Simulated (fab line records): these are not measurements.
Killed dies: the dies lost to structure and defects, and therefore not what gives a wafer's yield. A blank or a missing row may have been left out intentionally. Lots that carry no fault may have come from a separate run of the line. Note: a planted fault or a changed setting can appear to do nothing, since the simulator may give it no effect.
Lot-split experiment | flow n5_finfet | route with 1938 steps; 7 lots, 21 wafers read

## ABOUT THE SPLIT
At N5_BEOL_M10_EXPOSE_08 (exposes mask M10), the setting dose_mj was moved away from the recipe's 53.75 on 5 of the 21 wafers read, by +4.1% to +6.4%. For the rest of the wafers, this setting stayed at what the recipe calls for.

## FROM THE SPLIT TO THE READING: what the file shows between them, 15 steps
- N5_BEOL_M10_PEB_09: peb time 60 s
- N5_BEOL_M10_DEVELOP_10: develop time 30 s
- N5_BEOL_M10_CD_MEAS_11: target cd 64.1 nm
- N5_BEOL_M10_DESCUM_16: chemistry O2, time 7.9 s
- N5_BEOL_M10_ETCH_61: etches SiARC in CF4, target depth 39 nm, time 65 s
- N5_BEOL_M10_ETCH_62: etches SOC in N2/H2, target depth 110 nm, overetch 22 nm, time 165 s (also split here: time_s)
- N5_BEOL_M10_STRIP_68: strips in N2/H2
- N5_BEOL_M10_STRIP_67: strips in CF4
- N5_BEOL_M10_HM_OPEN_17: chemistry Cl2/BCl3, target TiN, target depth 20 nm, overetch 6 nm
- N5_BEOL_M10_STRIP_19: strips in O2
- N5_BEOL_M10_CD_MEAS_18: pitch 140 nm, target cd 70 nm
- N5_BEOL_M10_COAT_63: time 60 s, resist thk 100 nm
- N5_BEOL_M10_COAT_64: time 60 s, resist thk 30 nm
- N5_BEOL_M10_PRECLEAN_42: cleans in residue remover, time 60 s
- N5_BEOL_M10_SRD_43: time 30 s

## THE READING
At N5_BEOL_M10_CD_MEAS_35: cd_nm in nanometres, against a target cd of 70 nm. A value of 70.2 nm with a standard deviation of 0.72 nm is what fault-free wafers of this fab line usually give.

wafer  | tool, chamber at the split | dose_mj as run | against the recipe | cd_nm, nm | against lot-mates on the recipe
L077.4 | arfi_scanner-01, 0         | 53.75          | recipe             | 70.6      | -
L077.5 | arfi_scanner-01, 0         | 53.75          | recipe             | 70.3      | -
L077.6 | arfi_scanner-01, 0         | 53.75          | recipe             | 70.9      | -
L081.1 | arfi_scanner-01, 0         | 57.17          | +6.4%              | 73.7      | +2.6
L081.5 | arfi_scanner-01, 0         | 57.17          | +6.4%              | 74.4      | +3.3
L081.6 | arfi_scanner-01, 0         | 53.75          | recipe             | 71.1      | -
L083.3 | arfi_scanner-01, 0         | 53.75          | recipe             | 70.9      | -
L083.4 | arfi_scanner-01, 0         | 53.75          | recipe             | 69.6      | -
L083.6 | arfi_scanner-01, 0         | 53.75          | recipe             | 70.1      | -
L084.4 | arfi_scanner-01, 0         | 53.75          | recipe             | 70.8      | -
L084.5 | arfi_scanner-01, 0         | 53.75          | recipe             | 70.5      | -
L084.6 | arfi_scanner-01, 0         | 53.75          | recipe             | 69.9      | -
L088.2 | arfi_scanner-02, 0         | 56.82          | +5.7%              | 72.3      | +2.8
L088.5 | arfi_scanner-02, 0         | 53.75          | recipe             | 69.4      | -
L088.6 | arfi_scanner-02, 0         | 53.75          | recipe             | 69.5      | -
L093.2 | arfi_scanner-03, 0         | 53.75          | recipe             | 70.6      | -
L093.3 | arfi_scanner-03, 0         | 53.75          | recipe             | 70.1      | -
L093.5 | arfi_scanner-03, 0         | 53.75          | recipe             | 69.8      | -
L097.2 | arfi_scanner-01, 0         | 55.95          | +4.1%              | 72.9      | +2.9
L097.4 | arfi_scanner-01, 0         | 53.75          | recipe             | 70.0      | -
L097.5 | arfi_scanner-01, 0         | 55.95          | +4.1%              | 73.8      | +3.8

THE FIT
A straight line over all 21 wafers: cd_nm changes by +0.575 nm for each +1% of dose_mj; r = +0.91; the points scatter about the line by 0.63 nm.
The same after taking each lot's own level away (the mean of its wafers on the recipe; 21 wafers): +0.544 nm for each +1%; r = +0.93; scatter 0.54 nm.
Per that fit: largest dose_mj move, reading shift of 3.5 nm.
From 69.45 to 71.10 nm: that is the span of the lots' own levels, equal to 2.3 times the standard deviation above.
The two slopes agree, so the slope changes little with the lot-to-lot level.
Check: +3.85 nm against its lot-mates is what the line predicts for one of the wafers moved furthest among these (+6.4%) when that wafer is left out of the fit. Against them it came out at +2.6 nm.

## OTHER SPLITS APPLIED TO THESE WAFERS
Note: prior to the reading, these wafers also went through further splits. Each is held against what the fit with the lots' levels taken away leaves over:
other split on the same wafers | wafers away from the commonest value | r with cd_nm (lot level and that fit taken away)
N5_BEOL_M8_EXPOSE_25 dose_mj   | 6                                    | +0.19
N5_BEOL_M9_EXPOSE_25 dose_mj   | 7                                    | -0.06
N5_BEOL_M10_ETCH_62 time_s     | 11                                   | -0.15

## THE WHOLE CHAIN: every reading that the file lists as answering this split, in the file's order
step                   | what it does                                                         | reading                                                                | change (the file's fit)               | r (the file's)
N5_BEOL_M10_CD_MEAS_11 | target cd 64.1 nm                                                    | cd_nm                                                                  | +0.427 nm for each +1% of the setting | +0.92
N5_BEOL_M10_ETCH_61    | etches SiARC in CF4, target depth 39 nm, time 65 s                   | BEOL_M10.cd_offset_nm (the simulator's own value, which no gauge read) | +0.472 nm for each +1% of the setting | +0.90
N5_BEOL_M10_ETCH_62    | etches SOC in N2/H2, target depth 110 nm, overetch 22 nm, time 165 s | BEOL_M10.cd_offset_nm (the simulator's own value, which no gauge read) | +0.496 nm for each +1% of the setting | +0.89
N5_BEOL_M10_HM_OPEN_17 | chemistry Cl2/BCl3, target TiN, target depth 20 nm, overetch 6 nm    | BEOL_M10.cd_offset_nm (the simulator's own value, which no gauge read) | +0.51 nm for each +1% of the setting  | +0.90
N5_BEOL_M10_CD_MEAS_18 | pitch 140 nm, target cd 70 nm                                        | cd_nm                                                                  | +0.508 nm for each +1% of the setting | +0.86
N5_BEOL_M10_CD_MEAS_35 | target cd 70 nm                                                      | cd_nm                                                                  | +0.545 nm for each +1% of the setting | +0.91

## THE FILE'S OWN FIT
cd_nm changes by +0.545 nm for each +1% of dose_mj, r = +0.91.
